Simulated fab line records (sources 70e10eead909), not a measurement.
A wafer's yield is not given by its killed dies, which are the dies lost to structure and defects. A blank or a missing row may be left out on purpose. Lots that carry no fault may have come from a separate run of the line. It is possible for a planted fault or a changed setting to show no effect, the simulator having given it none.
8D (eight disciplines) problem report, filled in by code / flow nandHarc / the parts of the form that need people (team, actions taken, sign-off) are left out

## 1. PROBLEM STATEMENT
Wafers with no fault read 0.998 a.u. with a standard deviation of 0.011, whereas oesProductAu at NHARC_P_M0_ETCH_34 reads a mean of 0.818 a.u. on 1 wafer of 1 lot. That is -16 standard deviations from the usual mean.
The step: etches the open film in N2/H2, target depth 40 nm, overetch 12 nm, time 43.94 s.
Earliest sighting: wafer L776.4 on rieDiel-06 at day 10 03:06. Wafers with a number at this step in the record: 36, from 12 lots. Rule for "out" (also "out of limits"): further than 4 standard deviations from the usual mean. The other wafers with a number count as sound.

## 2. WHAT IT IS; WHAT IT IS NOT
question=which readings at this step | is=oesProductAu | is not=chamberPressureMTorr, drypumpMotorCurrentA, rfFwdPowerW, rfVppV, showerheadPlenumPTorr, throttleValvePct
question=which lots | is=L776 | is not=L761, L764, L765, L766, L768, L770, L771, L772, L773, L774, L781
question=which wafers of those lots | is=L776.4 | is not=L776.1, L776.3
question=read on which tools | is=rieDiel-06 | is not=rieDiel-10, rieDiel-12
question=when | is=from day 10 03:06 | is not=up to then (32 sound wafers); but 3 sound wafers of L781 came after

## 3. THE SUSPECTS, EACH WITH WHAT RULES IT OUT
Counting: any tool at a process step up to the reading remains a suspect provided it ran every lot that is out. Sound lots after the first of them don't rule it out here, since some wafers of a struck lot are sound.
- rieDiel-06 at NHARC_P_M0_ETCH_34 (etches the open film in N2/H2, target depth 40 nm, overetch 12 nm, time 43.94 s): kept. The lot that is out, L776, ran on it at day 10 03:06; the last sound lot it ran before that was L772, at day 9 16:33. Its own oesProductAu readings are out on those wafers.
- Within rieDiel-06 at NHARC_P_M0_ETCH_34: the wafers that are out ran in chamber 0; their sound lot-mates ran in chambers 1, 2.
Remaining after the count: rieDiel-06 at NHARC_P_M0_ETCH_34.

## 4. THE CAUSE (what the simulator had put in)
rieDiel-06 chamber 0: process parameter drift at NHARC_P_M0_ETCH_34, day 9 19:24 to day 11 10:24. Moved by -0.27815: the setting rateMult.
Only this tool survived the counting.

## 5. THE CHAIN OF EFFECTS, in route order
Each row: a reading whose mean over the struck wafers that have a number lies more than 3 standard deviations from the usual. Scope: only readings with a usual standard deviation given in the record; hours: median across lots of the time from each lot's start at the first step in this table that gives one to its start at this step; sigmas: change in usual standard deviations.
hours=0; step=NHARC_P_M0_ETCH_34; reading=oesProductAu; usual=0.998 a.u.; on struck wafers=0.818; change=-0.180; sigmas=-16
Process steps it contains:
- NHARC_P_M0_ETCH_34: etches the open film in N2/H2, target depth 40 nm, overetch 12 nm, time 43.94 s.
Later steps that measure or inspect, where all struck wafers having a row at the step show a number for every such reading and not one has moved that far: NHARC_P_M0_CD_MEAS_16, NHARC_END_SORT_01.

## 6. HOW IT WOULD HAVE BEEN CAUGHT EARLIER
The fault began at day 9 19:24; the first out-of-limits reading in this record came at day 10 03:06, 8 hours later.
